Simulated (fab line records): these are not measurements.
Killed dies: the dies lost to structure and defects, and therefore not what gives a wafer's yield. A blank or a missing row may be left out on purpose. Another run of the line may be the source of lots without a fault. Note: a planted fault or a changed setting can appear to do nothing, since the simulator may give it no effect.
fab line records	flow n5Finfet
record: lots: 7	wafers: 21
route steps=1938 shown BEOL_M9@1411 BEOL_M10@1476 BEOL_M11@1573 BEOL_M12@1643 BEOL_M13@1706
startH: hours from the record's opening day to when the first of the lot's shown wafers began	waitH: time in hours since the lot's previous step	" repeats the value in the row above	L1.1+2: a single row standing in for several wafers	- no value, or no start was given	* or withheld: withheld	< > ~ a bound
route shown NAME@n: a module of which the file shows steps, and the number in the route of the first	usual: mean/standard deviation taken from wafers without a fault	same: alike in all rows	chamber/n: place in a boat	sites: per-site readings	_std_site: the standard deviation of these	_edge_site: outer sites' mean less inner sites'	radiusMm: how far each site lies from the wafer's centre	mask NAME#n: copy n	behind: tool/chamber where the wafer was last shaped	hold: the reason the lot was held/the length of the hold in hours/how it ended	device: names the non-switching transistor (n, p or np)	end of line: the tests these same wafers got at the end of their route	a step with no rows: only its recipe	killed: count of dies lost to structure and defects at first sort (not the wafer's yield)	map: the dies of a wafer, with x for killed, . for not killed, _ for no die there
set.NAME: the setting as run; set.NAME@STEP: as run at that earlier step	model.NAME: the simulator's own value behind a step, which no gauge read
lots where settings were altered on purpose, with a table for each step and a row for each wafer
== steps ==
step: N5_BEOL_M9_EXPOSE_08
recipe: maskId: M9	na: 1.35	sourceShape: dipole	sigmaInner: 0.411	sigmaOuter: 0.611	polarization: te	doseMj: 53.75
lot.wafer	tool	chamber	startH	waitH	mask	set.doseMj
L077.2+3+5	arfiScanner-01	0	239.18	-	M9#0	56.94
L083.1+5	arfiScanner-02	0	263.61	-	M9#0	53.75
L083.4	"	0	"	"	M9#0	57.63
L085.1+2+4	arfiScanner-02	0	290.82	-	M9#0	53.75
L086.3+4+6	arfiScanner-02	0	298.01	-	M9#0	53.75
L089.1+6	arfiScanner-03	0	303.42	-	M9#0	51.3
L089.5	"	0	"	"	M9#0	53.75
L095.1+2	arfiScanner-03	0	336.33	-	M9#0	53.75
L095.6	"	0	"	"	M9#0	52.46
L094.2	arfiScanner-01	0	346.37	-	M9#0	53.75
L094.3+4	"	0	"	"	M9#0	56.91
step: N5_BEOL_M9_PEB_09
recipe: pebTempC: withheld	pebTimeS: 60	resist: CAR-ArF
step: N5_BEOL_M9_DEVELOP_10
recipe: developTimeS: 30	developer: TMAH	resist: CAR-ArF	rinseLiquid: diw	dry: airSpin	devTempC: 23
step: N5_BEOL_M9_CD_MEAS_11
recipe: targetCdNm: 64.1	landingEnergyEv: 500	detector: seInlens	polarity: opening
usual: cdNm: 64.5/0.76
lot.wafer	tool	chamber	startH	waitH	set.doseMj@BEOL_M9_EXPOSE_08	cdNm
L077.2	cdSem-01	0	239.30	-	56.94	67.3
L077.3	"	0	"	"	56.94	66.9
L077.5	"	0	"	"	56.94	67.0
L083.1	cdSem-03	0	263.74	-	53.75	63.9
L083.4	"	0	"	"	57.63	69.0
L083.5	"	0	"	"	53.75	64.5
L085.1	cdSem-03	0	290.95	-	53.75	63.8
L085.2	"	0	"	"	53.75	65.0
L085.4	"	0	"	"	53.75	64.8
L086.3	cdSem-01	0	298.13	-	53.75	64.2
L086.4	"	0	"	"	53.75	64.9
L086.6	"	0	"	"	53.75	63.8
L089.1	cdSem-01	0	303.55	-	51.3	63.0
L089.5	"	0	"	"	53.75	65.1
L089.6	"	0	"	"	51.3	62.0
L095.1	cdSem-01	0	336.46	-	53.75	64.3
L095.2	"	0	"	"	53.75	63.5
L095.6	"	0	"	"	52.46	62.4
L094.2	cdSem-03	0	346.49	-	53.75	64.6
L094.3	"	0	"	"	56.91	68.7
L094.4	"	0	"	"	56.91	67.9
step: N5_BEOL_M9_STRIP_68
recipe: chemistry: N2/H2	tempC: 40	n2FlowSccm: 200	h2FlowSccm: 200	rfFrequencyHz: 6e+07
step: N5_BEOL_M9_STRIP_67
recipe: chemistry: CF4	resist: SiARC	powerW: 300	biasPowerW: 75	pressureMtorr: 50	cf4FlowSccm: 150	rfFrequencyHz: 6e+07
step: N5_BEOL_M9_HM_OPEN_17
recipe: chemistry: Cl2/BCl3	targetDepthA: 200	overetchA: 60	target: TiN	maskMaterial: SOC	ionEnergyEv: 150	pressureMtorr: 10	icpW: 1000	biasW: 126	Cl2_flow_sccm: 53.25	bcl3FlowSccm: 21.75	Ar_flow_sccm: 25
lot.wafer	tool	chamber	startH	waitH	set.targetThkA@BEOL_M9_HM_DEP_02	model.etch.depthNm
L077.2	rieMetal-01	0	239.67	0.0	200	20.09
L077.3	"	0	"	"	212	21.34
L077.5	"	0	"	"	200	19.95
L083.1	rieMetal-02	0	264.82	0.0	200	19.73
L083.4	"	1	"	"	200	19.79
L083.5	"	0	"	"	200	19.78
L085.1	rieMetal-03	0	291.34	0.0	200	19.55
L085.2	"	1	"	"	200	19.8
L085.4	"	0	"	"	200	19.57
L086.3	rieMetal-02	0	298.52	0.1	175.3	17.42
L086.4	"	1	"	"	200	20.31
L086.6	"	0	"	"	200	20.09
L089.1	rieMetal-01	0	304.51	0.0	200	19.97
L089.5	"	1	"	"	177.3	17.82
L089.6	"	0	"	"	177.3	17.3
L095.1	rieMetal-02	1	336.82	0.0	200	19.91
L095.2	"	0	"	"	193.2	19.72
L095.6	"	1	"	"	193.2	19.61
L094.2	rieMetal-01	0	346.88	0.0	200	19.79
L094.3	"	1	"	"	186	18.39
L094.4	"	0	"	"	186	18.6
step: N5_BEOL_M9_STRIP_19
recipe: chemistry: O2	powerW: 400	tempC: 40	pressureMtorr: 30	rfFrequencyHz: 6e+07	biasPowerW: 0	overashFraction: 0.2	o2FlowSccm: 225
step: N5_BEOL_M9_CD_MEAS_18
recipe: pitchNm: 140	targetCdNm: 70
usual: cdNm: 70.4/0.88
lot.wafer	tool	chamber	startH	waitH	set.doseMj@BEOL_M9_EXPOSE_08	cdNm
L077.2	cdSem-02	-	239.85	0.1	56.94	72.7
L077.3	"	-	"	"	56.94	73.3
L077.5	"	-	"	"	56.94	72.7
L083.1	cdSem-03	-	265.14	0.0	53.75	69.1
L083.4	"	-	"	"	57.63	74.5
L083.5	"	-	"	"	53.75	70.2
L085.1	cdSem-01	-	291.64	0.0	53.75	69.9
L085.2	"	-	"	"	53.75	71.1
L085.4	"	-	"	"	53.75	71.0
L086.3	cdSem-02	-	298.69	0.1	53.75	70.0
L086.4	"	-	"	"	53.75	70.2
L086.6	"	-	"	"	53.75	69.9
L089.1	cdSem-01	-	304.70	0.0	51.3	69.7
L089.5	"	-	"	"	53.75	71.5
L089.6	"	-	"	"	51.3	69.1
L095.1	cdSem-01	-	337.08	0.0	53.75	70.3
L095.2	"	-	"	"	53.75	69.6
L095.6	"	-	"	"	52.46	68.3
L094.2	cdSem-01	-	347.10	0.1	53.75	70.2
L094.3	"	-	"	"	56.91	74.1
L094.4	"	-	"	"	56.91	73.7
step: N5_BEOL_M9_COAT_63
recipe: resist: SOC	tempC: 250	timeS: 60	spinRpm: 1500	resistThkNm: 60
step: N5_BEOL_M9_COAT_64
recipe: resist: SiARC	tempC: 220	timeS: 60	spinRpm: 1500	resistThkNm: 12
step: N5_BEOL_M9_PRECLEAN_42
recipe: chemistry: residueRemover	timeS: 60	tempC: 40
step: N5_BEOL_M9_SRD_43
recipe: timeS: 30	tempC: 23	rinseLiquid: diw	dry: ipaMarangoni
step: N5_BEOL_M9_CD_MEAS_35
recipe: targetCdNm: 70	targetCdYNm: 40	polarity: opening
usual: cdNm: 70.3/0.86
lot.wafer	tool	chamber	startH	waitH	set.doseMj@BEOL_M9_EXPOSE_08	cdNm
L077.2	cdSem-02	-	243.26	0.0	56.94	72.7
L077.3	"	-	"	"	56.94	73.6
L077.5	"	-	"	"	56.94	72.9
L083.1	cdSem-02	-	269.11	0.0	53.75	68.9
L083.4	"	-	"	"	57.63	74.5
L083.5	"	-	"	"	53.75	70.0
L085.1	cdSem-03	-	292.68	0.0	53.75	70.0
L085.2	"	-	"	"	53.75	70.6
L085.4	"	-	"	"	53.75	70.9
L086.3	cdSem-01	-	299.85	0.0	53.75	70.0
L086.4	"	-	"	"	53.75	69.5
L086.6	"	-	"	"	53.75	70.0
L089.1	cdSem-01	-	308.32	0.0	51.3	69.1
L089.5	"	-	"	"	53.75	70.9
L089.6	"	-	"	"	51.3	68.6
L095.1	cdSem-01	-	339.02	0.0	53.75	70.1
L095.2	"	-	"	"	53.75	69.9
L095.6	"	-	"	"	52.46	68.0
L094.2	cdSem-02	-	348.68	0.0	53.75	70.6
L094.3	"	-	"	"	56.91	74.3
L094.4	"	-	"	"	56.91	73.9
step: N5_BEOL_M10_COAT_60
recipe: resist: SiARC	tempC: 220	timeS: 60	spinRpm: 1500	resistThkNm: 30
lot.wafer	tool	chamber	startH	waitH	set.spinRpm	model.SiARC_of_BEOL_M10_COAT_60.thkNm
L077.2+3+5	lithoTrack-02	0	-	-	1500	30.2
L083.1+5	lithoTrack-04	0	-	-	1350	31.6
L083.4	"	0	"	"	1500	30
L085.1+4	lithoTrack-04	0	-	-	1500	30.2
L085.2	"	0	"	"	1500	30
L086.3+6	lithoTrack-04	0	-	-	1500	30
L086.4	"	0	"	"	1500	29.8
L089.1+5+6	lithoTrack-04	0	-	-	1500	30
L095.1	lithoTrack-02	0	-	-	1546	29.8
L095.2	"	0	"	"	1500	30.2
L095.6	"	0	"	"	1546	29.6
L094.2+3	lithoTrack-04	0	-	-	1500	29.8
L094.4	"	0	"	"	1543	29.4
step: N5_BEOL_M10_COAT_05
recipe: resist: CAR-ArF	spinRpm: 1500	resistThkNm: 90
lot.wafer	tool	chamber	startH	waitH	set.spinRpm	model.CAR-ArF_of_BEOL_M10_COAT_05.thkNm
L077.2	lithoTrack-02	0	-	-	1500	89.6
L077.3	"	0	"	"	1500	90
L077.5	"	0	"	"	1500	90.2
L083.1	lithoTrack-04	0	-	-	1500	89.8
L083.4	"	0	"	"	1500	90
L083.5	"	0	"	"	1420	92.2
L085.1+4	lithoTrack-04	0	-	-	1500	90
L085.2	"	0	"	"	1500	90.2
L086.3+4	lithoTrack-04	0	-	-	1500	89.6
L086.6	"	0	"	"	1570	87.6
L089.1	lithoTrack-04	0	-	-	1500	90.2
L089.5+6	"	0	"	"	1500	90
L095.1+6	lithoTrack-02	0	-	-	1500	89.6
L095.2	"	0	"	"	1500	89.8
L094.2	lithoTrack-04	0	-	-	1500	90.2
L094.3	"	0	"	"	1500	89.8
L094.4	"	0	"	"	1500	90
step: N5_BEOL_M10_EBR_07
recipe: solvent: PGMEA	ebrWidthMm: 1.5
step: N5_BEOL_M10_SOFTBAKE_06
recipe: tempC: 110	timeS: 60	resist: CAR-ArF
step: N5_BEOL_M10_EXPOSE_08
recipe: maskId: M10	na: 1.35	sourceShape: dipole	sigmaInner: 0.411	sigmaOuter: 0.611	polarization: te	doseMj: 53.75
step: N5_BEOL_M10_PEB_09
recipe: pebTempC: withheld	pebTimeS: 60	resist: CAR-ArF
step: N5_BEOL_M10_DEVELOP_10
recipe: developTimeS: 30	developer: TMAH	resist: CAR-ArF	rinseLiquid: diw	dry: airSpin	devTempC: 23
lot.wafer	tool	chamber	startH	waitH	set.spinRpm@BEOL_M10_COAT_05	model.CAR-ArF_of_BEOL_M10_COAT_05.thkNm
L077.2	lithoTrack-05	0	-	-	1500	88
L077.3+5	"	0	"	"	1500	88.4
L083.1+4	lithoTrack-02	0	-	-	1500	88.2
L083.5	"	0	"	"	1420	90.6
L085.1	lithoTrack-04	0	-	-	1500	88.2
L085.2	"	0	"	"	1500	88.6
L085.4	"	0	"	"	1500	88.4
L086.3	lithoTrack-04	0	-	-	1500	87.8
L086.4	"	0	"	"	1500	88
L086.6	"	0	"	"	1570	85.8
L089.1	lithoTrack-05	0	-	-	1500	88.4
L089.5+6	"	0	"	"	1500	88.2
L095.1+2	lithoTrack-04	0	-	-	1500	88
L095.6	"	0	"	"	1500	87.8
L094.2	lithoTrack-05	0	-	-	1500	88.4
L094.3+4	"	0	"	"	1500	88.2
step: N5_BEOL_M10_DESCUM_16
recipe: chemistry: O2	timeS: 7.9	sourcePowerW: 50	biasPowerW: 20	pressureMtorr: 20	rfFrequencyHz: 2.712e+07	tempC: 40	resist: CAR-ArF	o2FlowSccm: 225
step: N5_BEOL_M10_ETCH_61
recipe: chemistry: CF4	target: SiARC	targetDepthA: 390	maskMaterial: CAR-ArF	timeS: 65	ionEnergyEv: 80	pressureMtorr: 40	sourceW: 545	biasW: 36	Ar_flow_sccm: 100	cf4FlowSccm: 100	ends: cleared
lot.wafer	tool	chamber	startH	waitH	set.spinRpm@BEOL_M10_COAT_60	set.spinRpm@BEOL_M10_COAT_05	model.etch.depthNm	model.CAR-ArF_of_BEOL_M10_COAT_05.thkNm
L077.2	rieDiel-04	1	248.26	0.0	1500	1500	30.11	55
L077.3	"	0	"	"	1500	1500	30.19	55.4
L077.5	"	0	"	"	1500	1500	30.16	55.4
L083.1	rieDiel-01	3	273.85	0.0	1350	1500	31.53	54
L083.4	"	1	"	"	1500	1500	29.95	55.4
L083.5	"	0	"	"	1350	1420	31.52	56.2
L085.1	rieDiel-04	2	297.26	0.0	1500	1500	30.14	55.4
L085.2	"	1	"	"	1500	1500	30.09	55.6
L085.4	"	3	"	"	1500	1500	30.16	55.6
L086.3	rieDiel-03	3	304.95	0.0	1500	1500	29.95	55
L086.4	"	0	"	"	1500	1500	29.9	55.2
L086.6	"	1	"	"	1500	1570	29.94	53
L089.1	rieDiel-01	2	314.04	0.0	1500	1500	30.03	55.6
L089.5	"	0	"	"	1500	1500	29.98	55.4
L089.6	"	3	"	"	1500	1500	30	55.4
L095.1	rieDiel-03	3	346.65	0.0	1546	1500	29.71	55.4
L095.2	"	2	"	"	1500	1500	30.13	55.2
L095.6	"	1	"	"	1546	1500	29.59	55.2
L094.2	rieDiel-01	3	357.52	0.0	1500	1500	29.86	55.8
L094.3	"	0	"	"	1500	1500	29.87	55.4
L094.4	"	2	"	"	1543	1500	29.48	55.8
step: N5_BEOL_M10_ETCH_41
recipe: chemistry: CH3F/O2	target: SiCN	targetDepthA: 426	taperDeg: 2	timeS: 86	ionEnergyEv: 120	maskMaterial: TiN	pressureMtorr: 30	sourceW: 395	biasW: 75	Ar_flow_sccm: 150	CH3F_flow_sccm: 30	O2_flow_sccm: 20
usual: rfVppV: 297.4/1.5
lot.wafer	tool	chamber	startH	waitH	set.sourceW	rfVppV
L077.2	rieDiel-03	0	-	-	414.4	293.2
L077.3	"	1	"	"	414.4	292.6
L077.5	"	0	"	"	395	297.2
L083.1	rieDiel-03	3	-	-	446.3	285.1
L083.4	"	1	"	"	446.3	286.6
L083.5	"	0	"	"	395	296.6
L085.1	rieDiel-04	2	-	-	395	295.2
L085.2	"	0	"	"	395	297.7
L085.4	"	3	"	"	395	294.6
L086.3	rieDiel-01	0	-	-	332.9	319.6
L086.4	"	1	"	"	395	296.8
L086.6	"	1	"	"	332.9	315.4
L089.1	rieDiel-03	1	-	-	395	296.7
L089.5	"	3	"	"	365.1	303.4
L089.6	"	2	"	"	395	299.9
L095.1	rieDiel-01	3	-	-	329.9	316.8
L095.2	"	1	"	"	329.9	315.8
L095.6	"	0	"	"	329.9	319.7
L094.2	rieDiel-01	2	-	-	395	296.9
L094.3	"	1	"	"	395	297.2
L094.4	"	0	"	"	395	300.2
step: N5_BEOL_M11_ETCH_66
recipe: chemistry: N2/H2	target: SOC	targetDepthA: 1200	overetchA: 240	maskMaterial: SiARC	tempC: 40	timeS: 180	ionEnergyEv: 200	pressureMtorr: 30	sourceW: 840	biasW: 150	n2FlowSccm: 200	h2FlowSccm: 200
lot.wafer	tool	chamber	startH	waitH	set.timeS	model.SiARC_of_BEOL_M11_COAT_64.thkNm
L077.2	rieDiel-06	1	258.02	0.0	143	24.2
L077.3	"	2	"	"	180	23
L077.5	"	2	"	"	143	24.4
L083.1	rieDiel-02	0	285.10	0.0	152.5	23.8
L083.4	"	1	"	"	180	22.4
L083.5	"	0	"	"	180	22.8
L085.1	rieDiel-05	0	308.84	0.0	180	22
L085.2	"	3	"	"	180	22.8
L085.4	"	1	"	"	180	22.4
L086.3	rieDiel-06	3	317.05	0.0	169.6	23
L086.4	"	1	"	"	180	22.6
L086.6	"	0	"	"	169.6	23.4
L089.1	rieDiel-02	0	321.64	0.0	214.5	21.6
L089.5	"	3	"	"	214.5	20.8
L089.6	"	2	"	"	214.5	21.4
L095.1	rieDiel-02	0	358.75	0.0	180	23
L095.2	"	2	"	"	180	22.6
L095.6	"	3	"	"	211.5	20.8
L094.2	rieDiel-05	2	365.23	0.0	163.9	23.2
L094.3	"	1	"	"	180	22
L094.4	"	3	"	"	163.9	23.4
step: N5_BEOL_M11_ETCH_41
recipe: chemistry: CH3F/O2	target: SiCN	targetDepthA: 426	taperDeg: 2	timeS: 86	ionEnergyEv: 120	maskMaterial: TiN	pressureMtorr: 30	sourceW: 395	biasW: 75	Ar_flow_sccm: 150	CH3F_flow_sccm: 30	O2_flow_sccm: 20
lot.wafer	tool	chamber	startH	waitH	set.timeS	model.etch.depthNm
L077.2	rieDiel-06	1	-	-	86	32.19
L077.3	"	2	"	"	86	32.35
L077.5	"	2	"	"	86	32.31
L083.1	rieDiel-02	0	-	-	86	33.2
L083.4	"	1	"	"	86	33.29
L083.5	"	0	"	"	68.5	26.51
L085.1	rieDiel-05	0	-	-	86	34.13
L085.2	"	3	"	"	86	31.17
L085.4	"	1	"	"	86	33.63
L086.3	rieDiel-06	3	-	-	76.06	29.34
L086.4	"	1	"	"	76.06	29.59
L086.6	"	0	"	"	76.06	28.25
L089.1	rieDiel-02	0	-	-	86	32.51
L089.5	"	3	"	"	86	33.6
L089.6	"	2	"	"	98.53	36.92
L095.1	rieDiel-02	0	-	-	86	32.51
L095.2	"	2	"	"	86	32.34
L095.6	"	3	"	"	86	33.51
L094.2	rieDiel-05	2	-	-	86	32.72
L094.3	"	1	"	"	86	33.82
L094.4	"	3	"	"	86	31.25
step: N5_BEOL_M12_ETCH_38
recipe: chemistry: CF4/N2	target: SiCN	targetDepthA: 687	taperDeg: 2	timeS: 73.4	ionEnergyEv: 150	maskMaterial: SiO2	pressureMtorr: 40	sourceW: 430	biasW: 70	Ar_flow_sccm: 100	cf4FlowSccm: 60	n2FlowSccm: 60
lot.wafer	tool	chamber	startH	waitH	set.timeS	model.etch.depthNm
L077.2	rieDiel-03	3	263.50	-	73.4	60.8
L077.3	"	0	"	"	73.4	57.78
L077.5	"	0	"	"	67.51	53.16
L083.1	rieDiel-01	3	291.97	-	87.45	69.52
L083.4	"	0	"	"	73.4	60.24
L083.5	"	2	"	"	73.4	58.59
L085.1	rieDiel-01	0	316.82	-	73.4	61.92
L085.2	"	2	"	"	73.4	58.56
L085.4	"	1	"	"	73.4	60.22
L086.3	rieDiel-03	3	322.83	-	73.4	61.2
L086.4	"	2	"	"	73.4	58.82
L086.6	"	2	"	"	73.4	58.51
L089.1	rieDiel-03	2	328.48	-	81.44	64.88
L089.5	"	2	"	"	81.44	64.72
L089.6	"	1	"	"	73.4	59.67
L095.1	rieDiel-01	2	366.31	-	80.38	63.98
L095.2	"	1	"	"	80.38	65.55
L095.6	"	1	"	"	73.4	60.53
L094.2	rieDiel-01	0	375.94	-	73.4	61.02
L094.3	"	1	"	"	57.3	46.33
L094.4	"	2	"	"	57.3	45.12
step: N5_BEOL_M13_SPUTTER_44
recipe: material: Ta	targetThkA: 100	tempC: 50	biasV: 80	powerW: 15000	chamberPressurePa: 0.07	timeS: 16.13
lot.wafer	tool	chamber	startH	waitH	set.powerW	model.Ta_of_BEOL_M13_SPUTTER_44.thkNm
L077.2	pvdSputter-03	-	269.03	0.0	15000	10
L077.3+5	"	-	"	"	13580	9.4
L083.1	pvdSputter-03	-	298.37	0.0	15000	10.2
L083.4	"	-	"	"	16160	10.6
L083.5	"	-	"	"	15000	10
L085.1+4	pvdSputter-02	-	322.66	0.0	15000	10.2
L085.2	"	-	"	"	15000	10
L086.3	pvdSputter-01	-	327.82	0.0	15750	10.4
L086.4+6	"	-	"	"	15000	10.2
L089.1+6	pvdSputter-03	-	336.92	0.0	15000	10.4
L089.5	"	-	"	"	15000	10.2
L095.1	pvdSputter-01	-	372.97	0.0	15000	9.8
L095.2	"	-	"	"	14170	9.6
L095.6	"	-	"	"	15000	10.2
L094.2+4	pvdSputter-01	-	380.64	0.0	15000	10
L094.3	"	-	"	"	12330	8
== key ==
split: step: N5_BEOL_M9_EXPOSE_08	setting: doseMj	stated: 53.75	by: wafer
response: step: N5_BEOL_M9_CD_MEAS_11	reading: cdNm	change: +0.629	per: 1%	r: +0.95
response: step: N5_BEOL_M9_CD_MEAS_18	reading: cdNm	change: +0.619	per: 1%	r: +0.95
response: step: N5_BEOL_M9_CD_MEAS_35	reading: cdNm	change: +0.627	per: 1%	r: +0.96
split: step: N5_BEOL_M10_COAT_60	setting: spinRpm	stated: 1500	by: wafer
response: step: N5_BEOL_M10_COAT_60	reading: model.SiARC_of_BEOL_M10_COAT_60.thkNm	change: -0.159	per: 1%	r: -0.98
response: step: N5_BEOL_M10_ETCH_61	reading: model.etch.depthNm	change: -0.156	per: 1%	r: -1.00
split: step: N5_BEOL_M10_COAT_05	setting: spinRpm	stated: 1500	by: wafer
response: step: N5_BEOL_M10_COAT_05	reading: model.CAR-ArF_of_BEOL_M10_COAT_05.thkNm	change: -0.43	per: 1%	r: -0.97
response: step: N5_BEOL_M10_DEVELOP_10	reading: model.CAR-ArF_of_BEOL_M10_COAT_05.thkNm	change: -0.45	per: 1%	r: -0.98
response: step: N5_BEOL_M10_ETCH_61	reading: model.CAR-ArF_of_BEOL_M10_COAT_05.thkNm	change: -0.354	per: 1%	r: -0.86
split: step: N5_BEOL_M10_ETCH_41	setting: sourceW	stated: 395	by: wafer
response: step: N5_BEOL_M10_ETCH_41	reading: rfVppV	change: -1.05	per: 1%	r: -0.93
split: step: N5_BEOL_M11_ETCH_66	setting: timeS	stated: 180	by: wafer
response: step: N5_BEOL_M11_ETCH_66	reading: model.SiARC_of_BEOL_M11_COAT_64.thkNm	change: -0.0885	per: 1%	r: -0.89
split: step: N5_BEOL_M11_ETCH_41	setting: timeS	stated: 86	by: wafer
response: step: N5_BEOL_M11_ETCH_41	reading: model.etch.depthNm	change: +0.309	per: 1%	r: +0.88
split: step: N5_BEOL_M12_ETCH_38	setting: timeS	stated: 73.4	by: wafer
response: step: N5_BEOL_M12_ETCH_38	reading: model.etch.depthNm	change: +0.601	per: 1%	r: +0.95
split: step: N5_BEOL_M13_SPUTTER_44	setting: powerW	stated: 15000	by: wafer
response: step: N5_BEOL_M13_SPUTTER_44	reading: model.Ta_of_BEOL_M13_SPUTTER_44.thkNm	change: +0.0927	per: 1%	r: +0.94
split outsideThisFile step=N5_BEOL_M9_HM_DEP_02 setting=targetThkA
split outsideThisFile: this setting was split too, and the file shows its column; the key of that split is in another file
